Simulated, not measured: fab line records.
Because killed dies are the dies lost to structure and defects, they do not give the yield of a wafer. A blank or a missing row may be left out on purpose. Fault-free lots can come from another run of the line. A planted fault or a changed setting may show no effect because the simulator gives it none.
Struck lot and sound lot, side by side :: flow n5-finfet :: 16 steps out of a route of 1938
Sound: wafers L599.1, L599.5, L599.6. Struck: wafer L591.5. (L591.2, L591.6 of the same lot were not struck and are left out.) The cause comes at the end.
For every step that has rows: the tool of each side, followed by ch and its chambers, followed by its first start. Under that, the readings that differ: sound wafers :: struck wafers :: difference of the means :: sigmas: that difference in standard deviations of wafers without a fault.
alike: readings whose means differ by less than 2 such deviations, and words and numbers that are the same on both sides. not compared: withheld readings, readings that some wafer has no value for, bounds like >300 that may hide the same value, and numbers for which the record gives no deviation and whose values overlap.
A row with sigmas, a row that says differs or no value, or rows on one side alone: a step with any of these is where the two part. Numbers that don't overlap but have no deviation are shown without sigmas and don't part them. Lack of a reading on every wafer of one side parts them only where that side has two or more wafers.

first, 8 steps without rows for these wafers: N5_BEOL_M4_COAT_68 (time 60 s, resist thk 12 nm); N5_BEOL_M4_COAT_76 (time 60 s, resist thk 5 nm); N5_BEOL_M4_COAT_22 (resist thk 30 nm); N5_BEOL_M4_EBR_24; N5_BEOL_M4_SOFTBAKE_23 (time 60 s); N5_BEOL_M4_EXPOSE_25 (exposes mask V3, defocus 5 nm); N5_BEOL_M4_PEB_26 (peb time 60 s); N5_BEOL_M4_DEVELOP_27 (develop time 30 s).
N5_BEOL_M4_CD_MEAS_28: target cd 26.2 nm, target cd y 24.1 nm.
  sound on cd-sem-01 ch 0, day 12 19:18; struck on cd-sem-02 ch 0, day 11 05:02
  alike: cd-nm
N5_BEOL_M4_OVL_MEAS_29:
  sound on overlay-01 ch 0, day 12 19:20; struck on overlay-01 ch 0, day 11 05:04
  alike: V3_OVL
N5_BEOL_M4_INSPECT_30: inspects for defects (brightfield).
  sound on defect-inspect-01 at day 12 19:23; struck on defect-inspect-02 at day 11 05:07
  alike: raw-defect-count
N5_BEOL_M4_DESCUM_33: chemistry O2, time 7 s.
  sound on rie-diel-05 ch 0,1, day 12 19:26; struck on rie-diel-02 ch 0, day 11 05:10
  alike: drypump-motor-current-A, oes-product-au, rf-vpp-V, showerhead-plenum-p-Torr, throttle-valve-pct
  not compared: rf-hours-counter-h
N5_BEOL_M4_ETCH_77: etches underlayer in N2/H2, target depth 6.5 nm, time 5.2 s.
  sound on rie-diel-05 ch 0,1, day 12 19:28; struck on rie-diel-02 ch 0, day 11 05:11
reading: etch-rf-on-time-s (s)
sound: 5.00 5.08 5.31
struck: 7.11
difference: +1.98
sigmas: +22

reading: oes-product-au (a.u.)
sound: 0.78 0.76 0.68
struck: 0.56
difference: -0.18
sigmas: -3
  alike: drypump-motor-current-A, h2-flow-sccm, rf-vpp-V, showerhead-plenum-p-Torr, throttle-valve-pct
  not compared: rf-hours-counter-h
N5_BEOL_M4_ETCH_69: etches SiARC in CF4, target depth 15.6 nm, time 26 s.
  sound on rie-diel-05 ch 0,1, day 12 19:29; struck on rie-diel-02 ch 0, day 11 05:13
  alike: drypump-motor-current-A, etch-rf-on-time-s, mfc-ar-sccm, oes-product-au, rf-vpp-V, showerhead-plenum-p-Torr, throttle-valve-pct
  not compared: rf-hours-counter-h
N5_BEOL_M4_RC_MEAS_101:
  sound on prober-01 ch 0, day 12 23:47; struck on prober-02 ch 0, day 11 16:33
  alike: DIBL_N, DIBL_P, IOFF_N, IOFF_P, ION_N, ION_P, SS_N, SS_P, VT_N, VT_P
-- a jump in the record: the struck wafers' starts before and after are 4 days apart (it breaks off in module BEOL_M4 and resumes in module PASSIVATION, where the first step shown is number 1936 of the route) --
N5_PASSIVATION_PROBE_49:
  record: rows for the struck wafers here (prober-02, day 15 20:54), none for the sound ones

## WHERE THEY PART
First at N5_BEOL_M4_ETCH_77; last, within this record, at N5_PASSIVATION_PROBE_49.

WHY: the cause the simulator had injected
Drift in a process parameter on rie-diel-02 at N5_BEOL_M4_ETCH_77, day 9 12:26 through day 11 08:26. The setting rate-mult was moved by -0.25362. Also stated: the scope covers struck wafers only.
